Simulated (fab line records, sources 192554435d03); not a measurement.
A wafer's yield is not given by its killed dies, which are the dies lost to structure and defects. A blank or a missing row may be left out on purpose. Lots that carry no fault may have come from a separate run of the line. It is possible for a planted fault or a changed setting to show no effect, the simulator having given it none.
Matching of chambers -- flow n5-finfet -- 4 sister chambers for N5_ZERO_LAYER_DESCUM_16 on rie-diel-06
The step chemistry O2, time 7.9 s. 20 wafers are shown with their chamber, then 10 later ones without.

WAFERS, EACH WITH ITS CHAMBER
wafer,chamber,drypump-motor-current-A (A),showerhead-plenum-p-Torr (Torr),throttle-valve-pct (%)
L074.4,0,5.0,2.16,20.24
L074.5,3,5.5,2.04,20.76
L074.6,2,6.0,2.07,20.42
L077.1,0,5.1,2.16,20.23
L077.2,3,5.5,2.03,20.79
L077.6,0,5.1,2.16,20.26
L081.2,3,5.5,2.03,20.79
L081.3,0,5.1,2.16,20.24
L081.6,3,5.5,2.03,20.80
L083.1,3,5.5,2.03,20.80
L083.3,2,6.0,2.07,20.44
L083.4,1,5.3,2.11,20.51
L084.1,3,5.5,2.03,20.80
L084.3,1,5.3,2.11,20.50
L084.6,1,5.3,2.11,20.52
L085.1,3,5.5,2.03,20.80
L085.4,1,5.3,2.11,20.53
L085.5,2,6.0,2.06,20.46
L088.2,1,5.3,2.11,20.54
L088.3,0,5.1,2.15,20.26

SIGNATURES, as means of the wafers listed above
reading,chamber 0,chamber 1,chamber 2,chamber 3,scatter within a chamber
drypump-motor-current-A,5.080,5.300,6.000,5.500,0.0224
showerhead-plenum-p-Torr,2.1580,2.1100,2.0667,2.0314,0.00381
throttle-valve-pct,20.2460,20.5200,20.4400,20.7914,0.0154
Rule: distance of a wafer from a chamber = root of the sum over the readings of ((wafer's reading minus chamber's mean) / reading's scatter) squared. If the next closest chamber is less than 2 further off than the closest, the wafer can't be placed; otherwise it belongs to the closest. The scatter: the root of (the sum of the squares of (reading less its chamber's mean) over the shown wafers, divided by (wafers less chambers)).

WAFERS WITH NO CHAMBER GIVEN
wafer,drypump-motor-current-A (A),showerhead-plenum-p-Torr (Torr),throttle-valve-pct (%)
L088.4,5.5,2.03,20.82
L089.2,5.1,2.15,20.27
L089.3,6.0,2.06,20.47
L089.4,5.5,2.03,20.81
L094.1,5.5,2.02,20.84
L094.2,5.3,2.11,20.55
L094.4,6.0,2.06,20.47
L097.2,5.0,2.15,20.28
L097.3,6.0,2.06,20.47
L097.5,5.4,2.10,20.55

WHICH CHAMBER EACH ONE RAN IN
wafer,from the rows above,in truth
L088.4,3,3
L089.2,0,0
L089.3,2,2
L089.4,3,3
L094.1,3,3
L094.2,1,1
L094.4,2,2
L097.2,0,0
L097.3,2,2
L097.5,1,1
Correctly placed: 10 of 10. Left unplaced by these rows: 0. Wrongly placed: 0.
